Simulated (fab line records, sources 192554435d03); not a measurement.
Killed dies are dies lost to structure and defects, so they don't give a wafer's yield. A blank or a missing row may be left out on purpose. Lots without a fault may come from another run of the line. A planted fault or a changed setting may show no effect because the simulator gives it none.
Which tool did it? | flow n5_finfet | 22 lots, 66 wafers sampled, at 2 steps of a route of 1938

WHAT THE GAUGES READ, wafer by wafer
N5_BEOL_M6_OVL_MEAS_29.
lot  | measured     | on         | V5_OVL (nm)
L074 | day 8 11:59  | overlay-01 | 0.3 1.2 0.2
L077 | day 9 08:13  | overlay-02 | -0.2 -0.5 -0.5
L076 | day 9 10:16  | overlay-01 | -0.1 -0.8 0.0
L075 | day 9 18:17  | overlay-02 | 0.3 1.0 1.0
L078 | day 10 02:38 | overlay-01 | -0.6 0.3 -0.7
L080 | day 11 02:48 | overlay-02 | 0.8 0.6 0.9
L082 | day 11 03:08 | overlay-01 | -0.1 0.1 0.3
L081 | day 11 07:14 | overlay-02 | -0.7 0.5 -1.1
L085 | day 12 05:52 | overlay-01 | 1.1 1.3 1.0
L084 | day 12 09:40 | overlay-01 | -0.2 0.9 0.5
L087 | day 12 11:11 | overlay-02 | -0.4 -1.4 -1.3
L088 | day 12 14:38 | overlay-01 | 0.6 0.5 0.5
L089 | day 12 16:05 | overlay-01 | -1.4 -1.9 -1.3
L086 | day 12 16:22 | overlay-02 | 0.2 -0.1 -0.2
L090 | day 13 04:39 | overlay-01 | -0.7 -0.9 -0.3
L091 | day 13 12:27 | overlay-01 | -0.8 -0.2 -0.8
L092 | day 13 19:47 | overlay-02 | 1.1 0.4 -0.4
L093 | day 14 03:17 | overlay-01 | 1.2 1.3 0.9
L095 | day 15 02:23 | overlay-01 | 1.0 0.7 1.1
L094 | day 15 04:14 | overlay-02 | -0.6 -0.8 0.3
L096 | day 15 05:26 | overlay-02 | 1.8 2.0 1.8
L097 | day 16 04:16 | overlay-02 | 1.4 0.0 1.1

WHICH TOOL RAN EACH LOT (tool, then ch and the chambers of the sampled wafers, then the start)
lot  | N5_BEOL_M6_DESCUM_16
L074 | rie_diel-01 ch 1,2, day 8 09:05
L077 | rie_diel-02 ch 0,1,3, day 9 05:41
L076 | rie_diel-02 ch 0,2,3, day 9 07:23
L075 | rie_diel-02 ch 1,2,3, day 9 17:29
L078 | rie_diel-02 ch 0,2,3, day 10 00:17
L080 | rie_diel-06 ch 0,1,3, day 10 23:22
L082 | rie_diel-01 ch 0,1,3, day 11 00:27
L081 | rie_diel-01 ch 0,1, day 11 04:29
L085 | rie_diel-02 ch 0,3, day 12 04:43
L084 | rie_diel-01 ch 0,3, day 12 05:59
L087 | rie_diel-01 ch 0,3, day 12 10:16
L088 | rie_diel-06 ch 0,2,3, day 12 10:33
L089 | rie_diel-01 ch 1,2,3, day 12 15:10
L086 | rie_diel-06 ch 0,2,3, day 12 15:32
L090 | rie_diel-01 ch 0,1,3, day 12 23:49
L091 | rie_diel-06 ch 0,2,3, day 13 09:44
L092 | rie_diel-01 ch 1,2,3, day 13 18:05
L093 | rie_diel-06 ch 0,1,3, day 13 22:54
L095 | rie_diel-02 ch 0,1,3, day 14 22:11
L094 | rie_diel-06 ch 1,2,3, day 15 03:16
L096 | rie_diel-02 ch 0,1, day 15 03:25
L097 | rie_diel-01 ch 0,1,2, day 16 02:52
- N5_BEOL_M6_DESCUM_16: chemistry O2, time 7.9 s.

WHAT THE TOOLS THEMSELVES READ (means of the sampled wafers that have a number; where no wafer has one, the mark that the record gives instead)
N5_BEOL_M6_DESCUM_16.
lot  | tool        | bias_power_w (W) | drypump_motor_current_A (A) | oes_product_au (a.u.) | rf_vpp_V (V) | showerhead_plenum_p_Torr (Torr) | throttle_valve_pct (%)
L074 | rie_diel-01 | 20.00            | 5.7                         | 0.84                  | 243.6        | 2.12                            | 20.48
L077 | rie_diel-02 | 20.03            | 5.5                         | 0.75                  | 243.2        | 2.10                            | 20.61
L076 | rie_diel-02 | 19.99            | 5.5                         | 0.73                  | 243.4        | 2.06                            | 20.74
L075 | rie_diel-02 | 19.99            | 5.2                         | 0.73                  | 243.0        | 2.09                            | 20.82
L078 | rie_diel-02 | 19.94            | 5.5                         | 0.73                  | 242.8        | 2.06                            | 20.74
L080 | rie_diel-06 | 20.04            | 5.4                         | 0.78                  | 243.5        | 2.06                            | 20.55
L082 | rie_diel-01 | 19.92            | 5.7                         | 0.80                  | 243.7        | 2.09                            | 20.49
L081 | rie_diel-01 | 19.96            | 5.7                         | 0.85                  | 242.9        | 2.11                            | 20.38
L085 | rie_diel-02 | 19.97            | 5.8                         | 0.73                  | 242.5        | 2.05                            | 20.56
L084 | rie_diel-01 | 19.99            | 5.8                         | 0.77                  | 243.2        | 2.09                            | 20.59
L087 | rie_diel-01 | 20.02            | 5.7                         | 0.78                  | 243.0        | 2.09                            | 20.58
L088 | rie_diel-06 | 20.01            | 5.4                         | 0.69                  | 243.4        | 2.10                            | 20.65
L089 | rie_diel-01 | 20.00            | 5.7                         | 0.78                  | 243.3        | 2.09                            | 20.54
L086 | rie_diel-06 | 20.04            | 5.4                         | 0.69                  | 243.2        | 2.10                            | 20.66
L090 | rie_diel-01 | 20.01            | 5.7                         | 0.79                  | 243.4        | 2.09                            | 20.50
L091 | rie_diel-06 | 19.91            | 5.4                         | 0.69                  | 242.8        | 2.09                            | 20.66
L092 | rie_diel-01 | 20.01            | 5.7                         | 0.77                  | 243.8        | 2.09                            | 20.56
L093 | rie_diel-06 | 20.06            | 5.4                         | 0.76                  | 243.0        | 2.06                            | 20.59
L095 | rie_diel-02 | 19.97            | 5.5                         | 0.72                  | 242.5        | 2.08                            | 20.68
L094 | rie_diel-06 | 20.01            | 5.4                         | 0.75                  | 242.2        | 2.04                            | 20.42
L096 | rie_diel-02 | 19.95            | 5.5                         | 0.73                  | 242.2        | 2.05                            | 20.53
L097 | rie_diel-01 | 19.99            | 5.7                         | 0.77                  | 243.9        | 2.09                            | 20.55

THE ANSWER, worked out from the rows above alone
Rule: what is usual is taken from the lots themselves. Put in order of their means at a reading, lots are off if they are a third of the lots or fewer, leave a main group of 4 or more, and stand apart from it by a gap of 3 or more times the standard deviation of the main group's means; of several such gaps the widest counts. A main group whose means are all the same, to the digits that the tables above print for the reading, isn't used. A lot without any number at a reading at which 4 lots or more have one is off too. The other lots that the step has rows for count as sound. The gauges are gone through in route order, then the tools' own readings, and for those a lot's mean is taken as printed above. The first step at which some lot is off is used, and at that step the reading that is off furthest; a lot without a number counts as furthest.
No lot is off at any reading shown: from this, nothing can be told.

WHAT THE SIMULATOR HAD PUT IN
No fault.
